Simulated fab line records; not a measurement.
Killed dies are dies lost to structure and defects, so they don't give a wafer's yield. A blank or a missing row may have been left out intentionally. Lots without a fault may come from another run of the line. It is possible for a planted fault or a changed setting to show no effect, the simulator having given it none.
Chamber matching -- flow n5_finfet -- rie_diel-06 running N5_HKMG_FIN_ETCH_31: 3 sister chambers
The step etches SiARC in CF4, target depth 45.5 nm, time 75.8 s. 18 wafers are shown with their chamber, then 7 later ones without.

== WAFERS PAIRED WITH THEIR CHAMBERS ==
wafer,chamber,showerhead_plenum_p_Torr (Torr),drypump_motor_current_A (A),oes_product_au (a.u.)
L076.3,1,2.27,6.4,0.77
L076.5,3,2.04,6.6,0.60
L076.6,1,2.27,6.4,0.77
L080.3,2,2.06,5.6,0.67
L080.4,3,2.03,6.6,0.60
L080.5,1,2.27,6.5,0.76
L082.1,1,2.26,6.4,0.76
L082.4,3,2.03,6.6,0.59
L082.6,2,2.06,5.7,0.67
L085.3,1,2.26,6.4,0.74
L085.5,3,2.03,6.6,0.59
L085.6,2,2.06,5.6,0.66
L087.1,3,2.03,6.6,0.59
L087.2,2,2.06,5.7,0.66
L087.3,1,2.26,6.5,0.73
L088.2,1,2.26,6.4,0.74
L088.5,2,2.06,5.6,0.66
L088.6,1,2.26,6.4,0.74

SIGNATURES, as means of the wafers listed above
reading,chamber 1,chamber 2,chamber 3,scatter within a chamber
showerhead_plenum_p_Torr,2.2637,2.0600,2.0320,0.00422
drypump_motor_current_A,6.425,5.640,6.600,0.0424
oes_product_au,0.7512,0.6640,0.5940,0.0113
Rule: for a wafer and a chamber, the distance is found by dividing, reading by reading, the gap between the wafer's reading and the chamber's mean by the reading's scatter, squaring, summing and taking the root. If the next closest chamber is less than 2 further off than the closest, the wafer can't be placed; otherwise it belongs to the closest. The scatter: take each reading less its chamber's mean, square it, sum over the shown wafers, divide by the number of wafers less the number of chambers, and take the root.

== WAFERS WITH NO CHAMBER GIVEN ==
wafer,showerhead_plenum_p_Torr (Torr),drypump_motor_current_A (A),oes_product_au (a.u.)
L090.2,2.03,6.6,0.59
L090.3,2.26,6.5,0.73
L090.6,2.06,5.6,0.66
L091.2,2.06,5.7,0.66
L091.3,2.26,6.4,0.74
L093.1,2.26,6.5,0.73
L093.6,2.26,6.5,0.73

== EACH ONE'S CHAMBER ==
wafer,from the rows above,in truth
L090.2,3,3
L090.3,1,1
L090.6,2,2
L091.2,2,2
L091.3,1,1
L093.1,1,1
L093.6,1,1
Correct placement for 7 of the 7. Number that these rows cannot place: 0. Wrongly placed: 0.
